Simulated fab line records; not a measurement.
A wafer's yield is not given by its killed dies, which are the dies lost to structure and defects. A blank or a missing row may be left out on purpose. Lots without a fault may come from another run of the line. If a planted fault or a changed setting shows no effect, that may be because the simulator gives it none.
The same fault as seen by 2 desks :: flow n5Finfet :: only its own numbers are on each desk; what lay behind them is given at the end

== DESK OF THE TOOL OWNER: pecvd-01 ==
The tool's own readings at N5_BEOL_M5_ILD_DEP_00 (deposits SiCOH lowk from DEMS/porogen, target thk 140.64 nm, time 25.9 s): means of the sampled wafers that have a number, for each lot that ran on this tool. Any lot whose mean is over 4 standard deviations away from the usual mean is out of limits and marked OUT; that distance is given in the brackets.
Columns: A = heaterPowerW at N5_BEOL_M5_ILD_DEP_00, usual 315 W; B = showerheadPlenumPTorr at N5_BEOL_M5_ILD_DEP_00, usual 5.744 Torr; C = throttleValvePct at N5_BEOL_M5_ILD_DEP_00, usual 13.7 %
lot: L619
first seen here: day 11 03:31
A: 301
B: 5.739
C: 13.8

lot: L623
first seen here: day 12 10:54
A: 266
B: 5.735
C: 13.8

lot: L626
first seen here: day 13 03:26
A: 288
B: 5.743
C: 13.8
Result from this desk: across the 3 lots, nothing is out of limits.

== THE METROLOGY DESK ==
What the gauges read, lot by lot, whatever tool the lot ran on: means of the sampled wafers that have a number. Any lot whose mean is over 4 standard deviations away from the usual mean is out of limits and marked OUT; that distance is given in the brackets. 7 of its 11 readings are shown: the first one out of limits and those lying furthest out on some lot.
Columns: A = DIBL_N at N5_BEOL_M4_RC_MEAS_101, usual 37.2 mV/V; B = IOFF_N at N5_BEOL_M4_RC_MEAS_101, usual 0.17 nA/um; C = IOFF_P at N5_BEOL_M4_RC_MEAS_101, usual 0.24 nA/um; D = ION_N at N5_BEOL_M4_RC_MEAS_101, usual 667 uA/um; E = SS_N at N5_BEOL_M4_RC_MEAS_101, usual 71.8 mV/dec; F = VT_P at N5_BEOL_M4_RC_MEAS_101, usual -249 mV; G = M5_ILD_THK at N5_BEOL_M5_THK_MEAS_01, usual 121.6 nm
lot: L619
first seen here: day 11 02:43
A: 37.4
B: 0.18
C: 0.25
D: 670
E: 72.4
F: -249
G: 122.5

lot: L622
first seen here: day 12 05:15
A: 39.6
B: 0.23
C: 0.27
D: 679
E: 73.1
F: -249
G: 120.8

lot: L623
first seen here: day 12 10:05
A: 37.7
B: 0.19
C: 0.31
D: 672
E: 72.2
F: -243
G: 63.4 (-28) OUT

lot: L626
first seen here: day 13 02:46
A: 36.5
B: 0.15
C: 0.23
D: 663
E: 71.5
F: -250
G: 61.5 (-29) OUT
Finding of this desk: L623, L626 out of limits, first seen on L623 at day 12 11:28 (M5_ILD_THK at N5_BEOL_M5_THK_MEAS_01). L619, L622: within limits.

== BROUGHT TOGETHER ==
L623, L626 would have let the metrology desk raise an alarm at day 12 11:28.
The tool owner's desk saw nothing out of limits.
On record at the tool owner's desk: L623, L626, within its limits.
All the named lots went through N5_BEOL_M5_ILD_DEP_00 on pecvd-01.

== WHAT HAD BEEN PUT IN BY THE SIMULATOR ==
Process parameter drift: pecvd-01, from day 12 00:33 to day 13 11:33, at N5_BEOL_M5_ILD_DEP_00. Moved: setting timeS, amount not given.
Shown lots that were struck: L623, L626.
Time in hours between the start of the fault and the first out-of-limits reading at each desk: metrology desk, 11.
